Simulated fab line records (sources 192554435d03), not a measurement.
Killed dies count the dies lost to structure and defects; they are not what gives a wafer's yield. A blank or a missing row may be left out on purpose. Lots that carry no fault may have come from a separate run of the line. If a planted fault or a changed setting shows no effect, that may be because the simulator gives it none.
Split-lot experiment    flow n5_finfet    21 wafers read from 7 lots, route of 1938 steps

## THE SPLIT
At N5_MOL_CONTACT_COAG_VIA_ETCH_46 (etches SiO2 in C4F6/O2, target depth 46 nm, overetch 9.2 nm, time 40 s), the setting bias_w was moved away from the recipe's 455 W on 6 of the 21 wafers read, by -16.7% to -8.2%. This setting was run at the recipe's value on the other wafers.

The reading is taken at the split's own step.

## THE READING
rf_vpp_V, in V, at N5_MOL_CONTACT_COAG_VIA_ETCH_46 (etches SiO2 in C4F6/O2, target depth 46 nm, overetch 9.2 nm, time 40 s). Typical for fault-free wafers on this fab line: 1596 V, with standard deviation 35 V.

wafer   tool, chamber at the split  bias_w as run, W  against the recipe  rf_vpp_V, V  against lot-mates on the recipe
L078.1  rie_diel-01, 1              379.1             -16.7%              1401         -182
L078.3  rie_diel-01, 2              455               recipe              1562         -
L078.5  rie_diel-01, 1              455               recipe              1603         -
L079.3  rie_diel-03, 0              455               recipe              1615         -
L079.4  rie_diel-03, 3              455               recipe              1533         -
L079.6  rie_diel-03, 0              455               recipe              1615         -
L081.3  rie_diel-05, 0              455               recipe              1615         -
L081.4  rie_diel-05, 1              455               recipe              1645         -
L081.6  rie_diel-05, 0              455               recipe              1616         -
L085.1  rie_diel-01, 0              379.9             -16.5%              1363         -218
L085.2  rie_diel-01, 2              455               recipe              1560         -
L085.3  rie_diel-01, 1              455               recipe              1602         -
L089.1  rie_diel-03, 3              455               recipe              1530         -
L089.3  rie_diel-03, 2              455               recipe              1587         -
L089.4  rie_diel-03, 1              397.9             -12.5%              1457         -102
L092.2  rie_diel-05, 0              417.6             -8.2%               1513         -117
L092.3  rie_diel-05, 3              455               recipe              1630         -
L092.5  rie_diel-05, 0              417.6             -8.2%               1514         -116
L093.1  rie_diel-03, 1              455               recipe              1611         -
L093.4  rie_diel-03, 0              383               -15.8%              1417         -181
L093.6  rie_diel-03, 2              455               recipe              1585         -

FIT RESULTS
A straight line over all 21 wafers: rf_vpp_V changes by +11.9 V for each +1% of bias_w; r = +0.93; the points scatter about the line by 31 V.
The same after taking each lot's own level away (the mean of its wafers on the recipe; 21 wafers): +11.5 V for each +1%; r = +0.95; scatter 26 V.
Per that fit: largest bias_w move, reading shift of 1.9e+02 V.
The lots' own levels span 1558.5 to 1630.0 V, that is 2.0 times the standard deviation above.
The two slopes are in agreement: the lot-to-lot level therefore moves the slope only a little.
Check: -197 V against its lot-mates is what the line predicts for one of the wafers moved furthest among these (-16.7%) when that wafer is left out of the fit. It came out at -182 V against them.
Tool readings at the split's step, against how far the setting was moved: rf_vpp_V r = +0.93.

## OTHER SPLITS APPLIED TO THESE WAFERS
These wafers also went through other splits before the reading. Each is held against what the fit with the lots' levels taken away leaves over:
other split on the same wafers         wafers away from the commonest value  r with rf_vpp_V (lot level and that fit taken away)
N5_GATE_CUT_EXPOSE_10 dose_mj          4                                     +0.18
N5_MOL_CONTACT_COAG_EXPOSE_05 dose_mj  10                                    -0.20
N5_MOL_CONTACT_COAG_ETCH_105 bias_w    7                                     +0.13

## THE FILE'S OWN FIT
rf_vpp_V changes by +11.4 V for each +1% of bias_w, r = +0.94.
